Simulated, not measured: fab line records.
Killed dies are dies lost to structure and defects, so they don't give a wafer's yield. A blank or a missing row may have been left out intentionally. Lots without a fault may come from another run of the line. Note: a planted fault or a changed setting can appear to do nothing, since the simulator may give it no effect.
Problem report in the 8D (eight disciplines) form, filled by code -- flow n5 finfet -- the parts of the form that need people (team, actions taken, sign-off) are left out

== 1. WHAT WENT WRONG ==
rf fwd power W at N5_BEOL_M0_CUTY_ETCH_63 reads a mean of 635.1 W on 9 wafers of 3 lots; wafers without a fault read 836.9 W with a standard deviation of 2.6. Relative to the usual mean, that is a shift of -78 standard deviations.
The step: etches SOC in N2/H2, target depth 82.7 nm, overetch 16.5 nm, time 124 s.
The first sign was on wafer L760.1 at day 8 19:37, on rie diel-04. The record has a number at this step for 24 wafers belonging to 8 lots. The rule behind "out" and "out of limits": a value lying over 4 standard deviations away from the usual mean. The other wafers with a number count as sound.

== 2. WHAT IT IS; WHAT IT IS NOT ==
question,is,is not
which readings at this step,"rf fwd power W, rf vpp V","drypump motor current A, oes product au, showerhead plenum p Torr, throttle valve pct"
which lots,"L760, L761, L763","L759, L762, L765, L768, L770"
which wafers of those lots,all that have a number,-
read on which tools,rie diel-04,"rie diel-01, rie diel-02"
when,from day 8 19:37,"up to then (3 sound wafers); but 12 sound wafers of L762, L765, L768, L770 came after"

== 3. SUSPECTS, AND WHAT RULES EACH OUT ==
Counting: a tool at a process step up to the reading stays a suspect if it ran every lot that is out and no sound lot after the first of them.
- rie diel-04 at N5_BEOL_M0_CUTY_ETCH_62 (etches SiARC in CF4, time 58.5 s): ruled out as a lasting fault. Sound lots L765 ran on it after its first lot that is out, L760 (day 8 19:34).
- rie diel-04 at N5_BEOL_M0_CUTY_ETCH_63 (etches SOC in N2/H2, target depth 82.7 nm, overetch 16.5 nm, time 124 s): ruled out as a lasting fault. Sound lots L765 ran on it after its first lot that is out, L760 (day 8 19:37).
Left after counting: nothing in the record.

== 4. THE CAUSE (what the simulator had put in) ==
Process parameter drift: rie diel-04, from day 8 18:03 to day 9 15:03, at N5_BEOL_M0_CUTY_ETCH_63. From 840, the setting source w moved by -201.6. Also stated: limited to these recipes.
Counting ruled it out, wrongly.

== 5. THE CHAIN OF EFFECTS, in route order ==
Rows list readings where the struck wafers' mean (over those with a number) sits beyond 3 standard deviations from the usual. Only readings for which the record gives a usual standard deviation are gone through. hours: the time from each lot's start at the first step in this table that gives one to its start at this step, as a median over the lots. sigmas: the change in usual standard deviations.
hours,step,reading,usual,on struck wafers,change,sigmas
0,N5_BEOL_M0_CUTY_ETCH_63,rf fwd power W,836.9 W,635.1,-201.8,-78
0,N5_BEOL_M0_CUTY_ETCH_63,rf vpp V,524.2 V,574.6,+50.4,+30
Process steps it contains:
- N5_BEOL_M0_CUTY_ETCH_63: etches SOC in N2/H2, target depth 82.7 nm, overetch 16.5 nm, time 124 s.
Later measuring or inspecting steps at which every struck wafer that the step has a row for has a number for every such reading, and none has moved that far: N5_BEOL_M4_RC_MEAS_101.

== 6. HOW IT WOULD HAVE BEEN CAUGHT EARLIER ==
The fault began at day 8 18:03; the first out-of-limits reading in this record came at day 8 19:37, 2 hours later.
